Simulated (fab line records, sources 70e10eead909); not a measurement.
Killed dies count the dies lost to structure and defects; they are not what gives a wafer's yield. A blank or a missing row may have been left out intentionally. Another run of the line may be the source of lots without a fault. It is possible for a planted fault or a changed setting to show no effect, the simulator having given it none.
The tool behind it: which one? | flow nandHarc | 13 lots, 39 wafers sampled, at 5 steps of a route of 1159

## WHAT THE GAUGES SHOWED, per wafer
NHARC_P_CONTACT_INSPECT_14. Usual: rawDefectCount 3.3, standard deviation 2.2.
lot  | measured     | on               | rawDefectCount | flag
L123 | day 5 21:32  | defectInspect-02 | 3 4 6          | 
L124 | day 5 21:53  | defectInspect-01 | 7 6 5          | 
L128 | day 6 18:59  | defectInspect-02 | 3 3 5          | 
L129 | day 7 02:21  | defectInspect-02 | 4 3 2          | 
L130 | day 7 04:40  | defectInspect-01 | 0 3 1          | 
L133 | day 7 23:01  | defectInspect-02 | 0 4 4          | 
L132 | day 7 23:29  | defectInspect-02 | 9 2 6          | 
L134 | day 8 20:27  | defectInspect-01 | 6 3 4          | 
L137 | day 8 21:38  | defectInspect-01 | 5 4 4          | 
L135 | day 8 22:44  | defectInspect-01 | 2 0 3          | 
L136 | day 9 03:44  | defectInspect-01 | 5 1 2          | 
L142 | day 10 10:22 | defectInspect-01 | 4 3 2          | 
L145 | day 11 02:56 | defectInspect-02 | 3 4 3          | 

NHARC_END_SORT_01. Usual: defectLimitedYield 95.2 %, standard deviation 1.6; killedAtArray 29, standard deviation 10; killedAtOther 0.7, standard deviation 1.1; killedAtPeriphery 3.2, standard deviation 2.2; killedDies 33, standard deviation 11; killedOpen 3.5, standard deviation 1.8; killedShort 2.0, standard deviation 1.4; sort_bin_2_pct 1.5 %, standard deviation 0.61; sort_bin_3_pct 0.29 %, standard deviation 0.22; sort_bin_4_pct 3.1 %, standard deviation 1.1; sortNPass 644, standard deviation 11; sortRimYieldPct 95 %, standard deviation 3.3; sortYieldPct 95.2 %, standard deviation 1.6.
lot  | measured     | on        | defectLimitedYield (%) | killedAtArray | killedAtOther | killedAtPeriphery | killedDies | killedOpen | killedShort | sort_bin_2_pct (%) | sort_bin_3_pct (%) | sort_bin_4_pct (%) | sortNPass | sortRimYieldPct (%) | sortYieldPct (%) | flag
L132 | day 22 11:18 | prober-01 | 97.6                   | 8             | 0             | 8                 | 16         | 2          | 0           | 1.3                | 0                  | 1.0                | 661       | 97                  | 97.6             | 

## WHICH TOOL RAN EACH LOT (tool, then ch and the chambers of the sampled wafers, then the start)
lot  | NHARC_P_GATE_DEGAS_109      | NHARC_P_M0_PVD_20                      | NHARC_P_M1_DEVELOP_08
L123 | pvdSputter-01, day 5 18:19  | pvdSputter-03, day 6 20:00 or earlier  | lithoTrack-01 ch 0, day 6 20:00
L124 | pvdSputter-02, day 5 19:05  | pvdSputter-01, day 6 21:00 or earlier  | lithoTrack-01 ch 0, day 6 21:00
L128 | pvdSputter-03, day 6 16:21  | pvdSputter-02, day 7 08:00 or earlier  | lithoTrack-04 ch 0, day 7 08:00
L129 | pvdSputter-01, day 6 23:28  | pvdSputter-01, day 7 12:00 or earlier  | lithoTrack-06 ch 0, day 7 12:00
L130 | pvdSputter-01, day 7 02:04  | pvdSputter-01, day 7 14:00 or earlier  | lithoTrack-01 ch 0, day 7 14:00
L133 | pvdSputter-03, day 7 20:08  | pvdSputter-03, day 8 13:00 or earlier  | lithoTrack-06 ch 0, day 8 13:00
L132 | pvdSputter-02, day 7 20:14  | pvdSputter-01, day 8 22:00 or earlier  | lithoTrack-04 ch 0, day 8 22:00
L134 | pvdSputter-03, day 8 17:45  | pvdSputter-02, day 9 05:00 or earlier  | lithoTrack-06 ch 0, day 9 05:00
L137 | pvdSputter-01, day 8 18:58  | pvdSputter-01, day 9 06:00 or earlier  | lithoTrack-06 ch 0, day 9 06:00
L135 | pvdSputter-02, day 8 20:01  | pvdSputter-03, day 9 06:00 or earlier  | lithoTrack-01 ch 0, day 9 06:00
L136 | pvdSputter-03, day 9 00:55  | pvdSputter-03, day 9 19:00 or earlier  | lithoTrack-06 ch 0, day 9 19:00
L142 | pvdSputter-01, day 10 07:34 | pvdSputter-02, day 10 20:00 or earlier | lithoTrack-06 ch 0, day 10 20:00
L145 | pvdSputter-01, day 11 00:22 | pvdSputter-03, day 11 15:00 or earlier | lithoTrack-06 ch 0, day 11 15:00
- NHARC_P_GATE_DEGAS_109: time 60 s.
- NHARC_P_M0_PVD_20: deposits TaN, target thk 5 nm, time 8.06 s.
- NHARC_P_M1_DEVELOP_08: develop time 35 s.

## WHAT THE TOOLS THEMSELVES READ (means of the sampled wafers that have a number; where no wafer has one, the mark that the record gives instead)
NHARC_P_GATE_DEGAS_109. Usual: heaterPowerW 473 W, standard deviation 61.
lot  | tool          | heaterPowerW (W) | flag
L123 | pvdSputter-01 | 471              | 
L124 | pvdSputter-02 | 436              | 
L128 | pvdSputter-03 | 462              | 
L129 | pvdSputter-01 | 505              | 
L130 | pvdSputter-01 | 496              | 
L133 | pvdSputter-03 | 517              | 
L132 | pvdSputter-02 | 439              | 
L134 | pvdSputter-03 | 403              | 
L137 | pvdSputter-01 | 555              | 
L135 | pvdSputter-02 | 440              | 
L136 | pvdSputter-03 | 456              | 
L142 | pvdSputter-01 | 511              | 
L145 | pvdSputter-01 | 473              | 

NHARC_P_M0_PVD_20. Usual: throttleValvePct 30.2 %, standard deviation 0.69.
lot  | tool          | throttleValvePct (%) | flag
L123 | pvdSputter-03 | 29.9                 | 
L124 | pvdSputter-01 | 30.5                 | 
L128 | pvdSputter-02 | 29.8                 | 
L129 | pvdSputter-01 | 29.9                 | 
L130 | pvdSputter-01 | 30.4                 | 
L133 | pvdSputter-03 | 29.8                 | 
L132 | pvdSputter-01 | 30.8                 | 
L134 | pvdSputter-02 | 30.4                 | 
L137 | pvdSputter-01 | 31.0                 | 
L135 | pvdSputter-03 | 29.5                 | 
L136 | pvdSputter-03 | 30.0                 | 
L142 | pvdSputter-02 | 29.7                 | 
L145 | pvdSputter-03 | 29.5                 | 

NHARC_P_M1_DEVELOP_08. Usual: developerTempC 22.97 C, standard deviation 0.096.
lot  | tool          | developerTempC (C) | flag
L123 | lithoTrack-01 | 22.94              | 
L124 | lithoTrack-01 | 22.95              | 
L128 | lithoTrack-04 | 22.87              | 
L129 | lithoTrack-06 | 22.88              | 
L130 | lithoTrack-01 | 23.07              | 
L133 | lithoTrack-06 | 23.01              | 
L132 | lithoTrack-04 | 23.11              | 
L134 | lithoTrack-06 | 22.97              | 
L137 | lithoTrack-06 | 23.03              | 
L135 | lithoTrack-01 | 22.91              | 
L136 | lithoTrack-06 | 23.06              | 
L142 | lithoTrack-06 | 22.00              | OFF
L145 | lithoTrack-06 | 22.01              | OFF

## THE ANSWER, worked out from the rows above alone
Rule: a lot counts as off when the mean over its wafers that have a number is more than 3 standard deviations away from the usual mean. A lot without any number at a reading at which 4 lots or more have one is off too. The other lots that the step has rows for count as sound. First the gauges in route order, then the tools' own readings, where a lot's mean is used as printed above. At the first step where some lot is off, the reading lying furthest off is the one used; lots without a number count as furthest.
Off at NHARC_P_M1_DEVELOP_08 (developerTempC): L142, L145.
A tool fits if, at that step or a process step before it, it ran every lot that is off, and no sound lot after the first of them. With no start given for some of its lots, NHARC_P_M0_PVD_20 uses the hours and lot order of NHARC_P_M1_DEVELOP_08. Undecided on this evidence; 2 tools fit (pvdSputter-01 at NHARC_P_GATE_DEGAS_109, lithoTrack-06 at NHARC_P_M1_DEVELOP_08).

## WHAT WAS PUT IN BY THE SIMULATOR
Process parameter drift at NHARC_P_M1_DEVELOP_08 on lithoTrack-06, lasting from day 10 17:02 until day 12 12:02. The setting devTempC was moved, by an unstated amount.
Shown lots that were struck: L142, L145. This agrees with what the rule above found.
